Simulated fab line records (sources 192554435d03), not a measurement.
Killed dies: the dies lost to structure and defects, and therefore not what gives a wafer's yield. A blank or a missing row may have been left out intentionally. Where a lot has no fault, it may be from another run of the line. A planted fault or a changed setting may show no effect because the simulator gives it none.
fab line records	flow n5-finfet
[record] lots = 4	wafers = 11	last-day = 15
route steps=1938 shown MOL_CONTACT_COAG@624 BEOL_M0_SAQP@632 BEOL_M4@1111
lots untouched by any fault: they come from a run of this same line in which no faults occurred
start-h: start of the lot's first displayed wafer, in hours after the record's first day	wait-h: hours since the lot's step before	" same as the row above	L1.1+2: one row covering several wafers at once	- value missing, or start not given	* or withheld: withheld	< > ~ a bound
route shown NAME@n: names a module that has steps shown in the file, with the first one's number in the route	usual: the fault-free wafers' mean and standard deviation	same: alike in all rows	chamber/n: place in a boat	sites: readings site by site	_std_site: standard deviation of those values	_edge_site: mean of outer sites minus mean of inner sites	radius-mm: how far each site lies from the wafer's centre	mask NAME#n: copy n	behind: the most recent tool/chamber to have shaped the wafer	hold: reason for holding the lot/hours on hold/outcome of the hold	device: transistor that didn't switch, given as n, p or np	end of line: the route-end tests of the same wafers	a step given without rows: its recipe and nothing more	killed: dies that structure and defects cost at the first sort, which is not the same as the wafer's yield	map: a wafer's dies, marking killed ones x, the rest . and places with no die _
set.NAME: the run value of the setting; set.NAME@STEP: its run value at that earlier step	model.NAME: the simulator's own value behind a step, which no gauge read
a table for each step, a row for each wafer; lots at some steps of the route
services: the hour from which a tool's chamber was out of use, counted from the record's first day as start-h (under 0 if before that day), plus the number of hours and why
[[steps]]
[step N5_MOL_CONTACT_COAG_CVD_140]
[recipe] material = W	target-thk-a = 665	mode = selective-fill	temp-c = 300	time-s = 215
[step N5_MOL_CONTACT_COAG_PRECLEAN_127]
[recipe] chemistry = DIW	time-s = 57.5	temp-c = 23
[step N5_MOL_CONTACT_COAG_SRD_128]
[recipe] dry-time-s = 32	dry = n2-spin	spin-rpm = 1500
[step N5_MOL_CONTACT_COAG_CMP_52]
[recipe] stop-on = SiO2	t-overpolish-s = 1.5	post-cmp-clean = w-dilute-nh4oh	down-force-psi = 4	platen-rpm = 50.289	pad-velocity-m-s = 1.0006	target-thk-nm = 66.5
[step N5_MOL_CONTACT_COAG_ANNEAL_112]
[recipe] temp-c = 400	time-s = 1800	ambient = HPD2	pressure-atm = 10
[step N5_BEOL_M0_SAQP_PECVD_00]
[recipe] material = SiCN	target-thk-a = 80	temp-c = withheld	precursor = 3MS/NH3	pressure-torr = 3	rf-w = 202	time-s = 14
[step N5_BEOL_M0_SAQP_ILD_DEP_01]
[recipe] material = SiOC	target-thk-a = 454.19	temp-c = 350	precursor = DEMS/O2	pressure-torr = 5	rf-w = 500	time-s = 8.7
[step N5_BEOL_M0_SAQP_HM_DEP_02]
[recipe] material = TiN	target-thk-a = 120	temp-c = 25	chamber-pressure-pa = 0.49996
[step N5_BEOL_M0_SAQP_PECVD_03]
[recipe] material = SiCN	target-thk-a = 120	temp-c = withheld	precursor = 3MS/NH3	pressure-torr = 3	rf-w = 202	time-s = 21.1
[step N5_BEOL_M0_SAQP_PECVD_96]
[recipe] material = a-Si	target-thk-a = 450	temp-c = 350	precursor = SiH4/He	pressure-torr = 3	rf-w = 100	time-s = 45.2
[usual] heater-power-w = 643/63	run-length-s = 81.5/0.57	showerhead-plenum-p-Torr = 5.68/0.08	throttle-valve-pct = 18.2/0.89
lot.wafer	tool	chamber	start-h	wait-h	heater-power-w	run-length-s	showerhead-plenum-p-Torr	since-wet-clean-h	throttle-valve-pct	model.a-Si_of_BEOL_M0_SAQP_PECVD_96.thk-nm
L158.1	pecvd-01	0	123.48	0.0	560	82.0	5.53	827	18.5	45
L158.3	"	2	"	"	576	81.7	5.53	73	17.3	44.2
L158.6	"	2	"	"	584	81.5	5.53	-	17.5	44.6
L163.2	pecvd-04	1	155.93	0.0	735	81.7	5.67	1404	19.4	44
L163.4	"	1	"	"	733	82.4	5.66	-	19.5	45
L163.5	"	0	"	"	557	80.7	5.68	-	17.8	45.4
L170.1	pecvd-04	0	196.85	0.0	560	80.7	5.67	719	17.9	45.2
L170.2	"	2	"	"	570	67.8	5.77	2169	18.5	31.2
L170.3	"	1	"	"	763	68.6	5.67	1444	19.6	31
L171.2	pecvd-04	0	200.95	0.0	576	66.4	5.68	724	17.9	31.2
L171.6	"	0	"	"	567	81.5	5.67	-	17.8	45.8
[step N5_BEOL_M0_SAQP_PECVD_97]
[recipe] material = SiNx	target-thk-a = 230	temp-c = 350	precursor = SiH4/NH3/N2	pressure-torr = 1.5	rf-w = 300	time-s = 19.9
[step N5_BEOL_M0_SAQP_PECVD_04]
[recipe] material = a-Si	target-thk-a = 600	temp-c = 350	precursor = SiH4/He	pressure-torr = 3	rf-w = 100	time-s = 60.2
[step N5_BEOL_M0_SAQP_HM_DEP_111]
[recipe] material = SiO2	target-thk-a = 120	temp-c = 400	precursor = SiH4/N2O	pressure-torr = 0.75	rf-w = 275	time-s = 7.2
[step N5_BEOL_M0_SAQP_COAT_81]
[recipe] resist = SOC	temp-c = 250	time-s = 60	spin-rpm = 1500	resist-thk-nm = 100
[step N5_BEOL_M0_SAQP_COAT_82]
[recipe] resist = SiARC	temp-c = 220	time-s = 60	spin-rpm = 1500	resist-thk-nm = 30
[step N5_BEOL_M0_SAQP_COAT_08]
[recipe] resist = CAR-ArF	spin-rpm = 1500	resist-thk-nm = 90
[step N5_BEOL_M0_SAQP_EBR_10]
[recipe] solvent = PGMEA	ebr-width-mm = 1.5
[step N5_BEOL_M0_SAQP_SOFTBAKE_09]
[recipe] temp-c = 110	time-s = 60	resist = CAR-ArF
[step N5_BEOL_M0_SAQP_EXPOSE_11]
[recipe] mask-id = M0_CORE	na = 1.35	source-shape = dipole	sigma-inner = 0.538	sigma-outer = 0.738	polarization = te	target-cd-nm = 42	dose-mj = 55
[step N5_BEOL_M0_SAQP_PEB_12]
[recipe] peb-temp-c = withheld	peb-time-s = 60	resist = CAR-ArF
[step N5_BEOL_M0_SAQP_DEVELOP_13]
[recipe] develop-time-s = 30	developer = TMAH	resist = CAR-ArF	dev-temp-c = 23	rinse-liquid = diw	dry = air-spin
[step N5_BEOL_M0_SAQP_DESCUM_19]
[recipe] chemistry = O2	time-s = 7.9	source-power-w = 50	bias-power-w = 20	pressure-mtorr = 20	rf-frequency-hz = 2.712e+07	temp-c = 40	resist = CAR-ArF	o2-flow-sccm = 225
[step N5_BEOL_M0_SAQP_ETCH_83]
[recipe] chemistry = CF4	target = SiARC	target-depth-a = 390	mask-material = CAR-ArF	time-s = 65	ion-energy-ev = 80	pressure-mtorr = 40	source-w = 545	bias-w = 36	Ar_flow_sccm = 100	cf4-flow-sccm = 100	ends = cleared
[step N5_BEOL_M0_SAQP_ETCH_84]
[recipe] chemistry = N2/H2	target = SOC	target-depth-a = 1000	overetch-a = 200	mask-material = SiARC	temp-c = 40	time-s = 150	ion-energy-ev = 200	pressure-mtorr = 30	source-w = 840	bias-w = 150	n2-flow-sccm = 200	h2-flow-sccm = 200
[step N5_BEOL_M0_SAQP_STRIP_80]
[recipe] chemistry = N2/H2	temp-c = 40	n2-flow-sccm = 200	h2-flow-sccm = 200	rf-frequency-hz = 6e+07
[step N5_BEOL_M0_SAQP_HM_OPEN_112]
[recipe] chemistry = CHF3/O2	target = SiO2	stop-on = a-Si	target-depth-a = 120	over-etch-frac = 1.25	mask-material = SOC	time-s = 13.5	pressure-mtorr = 30	source-w = 650	bias-w = 170	Ar_flow_sccm = 200	CHF3_flow_sccm = 50	O2_flow_sccm = 5	ion-energy-ev = 200	ends = end-point
[step N5_BEOL_M0_SAQP_STRIP_113]
[recipe] chemistry = CHF3/O2	resist = SiARC	rf-frequency-hz = 6e+07
[step N5_BEOL_M0_SAQP_MANDREL_ETCH_20]
[recipe] target-depth-a = 600	chemistry = HBr/Cl2	target = a-Si	stop-on = SiNx	bt-time-s = 10	mask-material = SOC	over-etch-frac = 0.5	time-s = 30	pressure-mtorr = 10	icp-w = 800	bias-w = 75	HBr_flow_sccm = 150	Cl2_flow_sccm = 80	ends = end-point
[step N5_BEOL_M0_SAQP_STRIP_86]
[recipe] chemistry = N2/H2	power-w = 500	temp-c = 40	pressure-mtorr = 50	rf-frequency-hz = 6e+07	overash-fraction = 0.3	bias-power-w = 28	h2-frac = 0.5	n2-flow-sccm = 300	h2-flow-sccm = 300
[step N5_BEOL_M0_SAQP_STRIP_115]
[recipe] chemistry = post-etch-residue-remover	time-s = 60	temp-c = 25	remover-ph = withheld	remover-water-wt-pct = withheld	remover-fluoride-wt-pct = withheld
[step N5_BEOL_M0_SAQP_SRD_93]
[recipe] dry = ipa-marangoni	time-s = 30	temp-c = 23	rinse-liquid = diw
[step N5_BEOL_M0_SAQP_RECESS_114]
[recipe] chemistry = HF/NH3	target = SiO2	target-depth-a = 144	afs-cycles = 3	temp-c = 30	sublimation-temp-c = 180	sublimation-time-s = 60
[step N5_BEOL_M0_SAQP_SPACER1_ALD_98]
[recipe] material = SiO2	target-thk-a = 128	temp-c = 300	ald-precursor-family = BDEAS	ald-co-reactant = O2-plasma	pulse-time-s = 1	purge-time-s = 2	co-reactant-purge-time-s = 2	ald-cycles = 138	pressure-torr = 2
[step N5_BEOL_M0_SAQP_SPACER1_ETCHBACK_99]
[recipe] chemistry = CHF3/O2	mode = anisotropic-etchback	target = SiO2	target-depth-a = 154	time-s = 7.7	pressure-mtorr = 30	source-w = 650	bias-w = 170	Ar_flow_sccm = 200	CHF3_flow_sccm = 50	O2_flow_sccm = 5	ion-energy-ev = 200
[step N5_BEOL_M0_SAQP_MANDREL1_REMOVE_100]
[recipe] chemistry = HBr/Cl2/O2	bt-time-s = 10	target = a-Si	stop-on = SiNx	endpoint = OES-SiCl	over-etch-frac = 0.85	icp-w = 600	bias-w = 30	HBr_flow_sccm = 150	Cl2_flow_sccm = 80	O2_flow_sccm = 5	pressure-mtorr = 10
[step N5_BEOL_M0_SAQP_MANDREL_ETCH_103]
[recipe] chemistry = HBr/Cl2	target = a-Si	target-depth-a = 450	bt-time-s = 10	stop-on = SiCN	mask-material = SiO2	over-etch-frac = 0.8	time-s = 27	pressure-mtorr = 10	icp-w = 800	bias-w = 75	HBr_flow_sccm = 150	Cl2_flow_sccm = 80	ends = end-point
[usual] drypump-motor-current-A = 5.65/0.25	oes-product-au = 0.681/0.011	throttle-valve-pct = 35.56/0.19
lot.wafer	tool	chamber	start-h	wait-h	drypump-motor-current-A	oes-product-au	rf-hours-counter-h	throttle-valve-pct	model.etch.depth-nm
L158.1	rie-si-01	2	125.98	0.0	5.97	0.689	86	35.37	45.04
L158.3	"	0	"	"	5.30	0.673	26	35.55	44.29
L158.6	"	3	"	"	5.69	0.666	-	35.89	44.69
L163.2	rie-si-02	1	159.21	0.0	5.47	0.669	99	35.30	44.02
L163.4	"	0	"	"	5.19	0.698	100	35.71	44.93
L163.5	"	0	"	"	5.20	0.704	-	35.69	45.44
L170.1	rie-si-01	1	199.82	0.0	5.57	0.668	166	35.46	45.19
L170.2	"	0	"	"	5.31	0.554	27	35.79	31.21
L170.3	"	3	"	"	5.67	0.543	78	36.16	31.07
L171.2	rie-si-01	2	203.49	0.0	5.98	0.562	87	35.63	31.3
L171.6	"	0	"	"	5.33	0.689	-	35.50	45.74
[step N5_BEOL_M0_SAQP_SPACER2_ETCHBACK_27]
[recipe] chemistry = CHF3/O2	mode = anisotropic-etchback	target = SiO2	target-depth-a = 225	time-s = 11.25	pressure-mtorr = 30	source-w = 650	bias-w = 170	Ar_flow_sccm = 200	CHF3_flow_sccm = 50	O2_flow_sccm = 5	ion-energy-ev = 200
[usual] drypump-motor-current-A = 5.86/0.25	oes-product-au = 0.77/0.085	rf-vpp-V = 527/4.2	showerhead-plenum-p-Torr = 2.44/0.07	throttle-valve-pct = 19.02/0.26
lot.wafer	tool	chamber	start-h	wait-h	drypump-motor-current-A	oes-product-au	rf-hours-counter-h	rf-vpp-V	showerhead-plenum-p-Torr	throttle-valve-pct	model.a-Si_of_BEOL_M0_SAQP_PECVD_96.thk-nm
L158.1	rie-diel-06	2	127.53	0.4	5.77	0.75	166	532	2.51	19.05	42.8
L158.3	"	1	"	"	5.97	0.71	229	534	2.47	18.91	42
L158.6	"	0	"	"	5.85	0.70	-	530	2.48	19.26	42.6
L163.2	rie-diel-04	2	160.60	0.3	5.79	0.92	25	528	2.36	18.25	41.8
L163.4	"	3	"	"	5.44	0.74	208	519	2.39	19.14	42.8
L163.5	"	3	"	"	5.44	0.73	-	520	2.39	19.14	43.2
L170.1	rie-diel-02	2	201.24	0.3	5.30	0.78	149	519	2.32	18.74	43
L170.2	"	1	"	"	5.89	0.72	215	527	2.38	19.25	29
L170.3	"	3	"	"	5.60	0.67	245	520	2.46	19.09	29
L171.2	rie-diel-06	3	205.12	0.3	6.14	0.80	89	528	2.34	19.02	29.2
L171.6	"	1	"	"	5.97	0.70	-	532	2.47	18.94	43.6
[step N5_BEOL_M4_RC_MEAS_101]
[usual] DIBL_N = 36.3/1.4	DIBL_P = 35.7/1.5	IOFF_N = 0.155/0.022	IOFF_P = 0.204/0.027	ION_N = 671/9	ION_P = 459/6.2	SS_N = 71.5/0.54	SS_P = 73.1/0.56	VT_N = 250.2/2.6	VT_P = -251/3.3
lot.wafer	tool	chamber	start-h	wait-h	DIBL_N[mV/V]	DIBL_P[mV/V]	IOFF_N[nA/um]	IOFF_P[nA/um]	ION_N[uA/um]	ION_P[uA/um]	SS_N[mV/dec]	SS_P[mV/dec]	VT_N[mV]	VT_P[mV]
L158.1	prober-01	0	186.65	0.0	35.3	35.6	0.161	0.217	673	463	71.2	72.8	246.7	-247
L158.3	"	0	"	"	37.1	37.4	0.202	0.257	692	475	72.0	73.7	246.3	-248
L158.6	"	0	"	"	37.3	37.0	0.201	0.250	680	468	71.5	73.3	248.6	-248
L163.2	prober-01	0	212.76	0.2	36.3	35.8	0.143	0.179	663	445	70.8	73.0	253.2	-255
L163.4	"	0	"	"	36.3	35.8	0.139	0.180	659	448	71.3	73.4	254.3	-257
L163.5	"	0	"	"	35.6	35.0	0.131	0.168	648	443	71.2	72.4	254.9	-257
L170.1	prober-01	0	253.09	0.0	38.4	35.7	0.183	0.193	682	453	72.0	73.8	246.3	-253
L170.2	"	0	"	"	35.8	34.0	0.140	0.165	666	454	71.2	72.9	252.3	-256
L170.3	"	0	"	"	34.6	32.4	0.125	0.148	664	452	70.7	72.7	250.8	-256
L171.2	prober-02	0	255.85	0.2	38.9	37.2	0.175	0.230	674	462	72.1	74.7	249.2	-250
L171.6	"	0	"	"	38.5	36.8	0.157	0.217	666	462	71.8	73.4	250.3	-250
[[services]]
tool	chamber	start-h	hours	kind
rie-diel-04	1	100.17	-	clean
rie-diel-04	1	100.17	-	consumable-replace:focus-ring
rie-diel-04	1	100.17	-	consumable-replace:showerhead
rie-diel-04	1	100.17	13.7	scheduled-down
rie-diel-04	1	100.17	13.7	vent-cycle
rie-si-01	1	118.02	3.2	repair
pecvd-04	1	121.17	5.5	scheduled-down
rie-diel-06	1	133.57	9.6	repair
rie-diel-04	3	137.47	4.1	repair
rie-si-02	1	143.48	6.7	repair
pecvd-04	-	143.93	0.3	repair
rie-diel-04	2	146.42	8.2	repair
pecvd-04	2	148.56	7.2	repair
rie-si-02	2	157.50	1.6	repair
rie-diel-04	-	173.81	2.7	repair
rie-si-01	1	187.20	8.5	repair
rie-si-02	-	191.67	8.5	repair
pecvd-04	2	202.38	-	clean
pecvd-04	2	202.38	-	consumable-replace:showerhead
pecvd-04	2	202.38	29.0	scheduled-down
pecvd-04	2	202.38	29.0	vent-cycle
[[key]]
[first-sign] step = N5_BEOL_M0_SAQP_PECVD_96	reading = run-length-s	direction = down	sigmas = 25	usual = *	struck = *
[effect] step = N5_BEOL_M0_SAQP_MANDREL_ETCH_103	reading = oes-product-au	direction = down	sigmas = 12	usual = 0.681	struck = 0.553
[model-effect] step = N5_BEOL_M0_SAQP_PECVD_96	value = a-Si_of_BEOL_M0_SAQP_PECVD_96.thk-nm	without = 45.33	struck = 31.13
[model-effect] step = N5_BEOL_M0_SAQP_MANDREL_ETCH_103	value = etch.depth-nm	without = 45.36	struck = 31.19
[model-effect] step = N5_BEOL_M0_SAQP_SPACER2_ETCHBACK_27	value = a-Si_of_BEOL_M0_SAQP_PECVD_96.thk-nm	without = 43.13	struck = 29.07
met-at N5_BEOL_M0_SAQP_PECVD_96
struck-wafers L170.2,L170.3,L171.2
onset-between 155.93 196.85
[fault] kind = process-parameter-drift	tool = pecvd-04	chamber = -	onset-h = 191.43	steps = N5_BEOL_M0_SAQP_PECVD_96	channel = time-s	offset = *	shape = step	end-h = 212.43	scope = struck-wafers-only	acts-in = *	stated = *
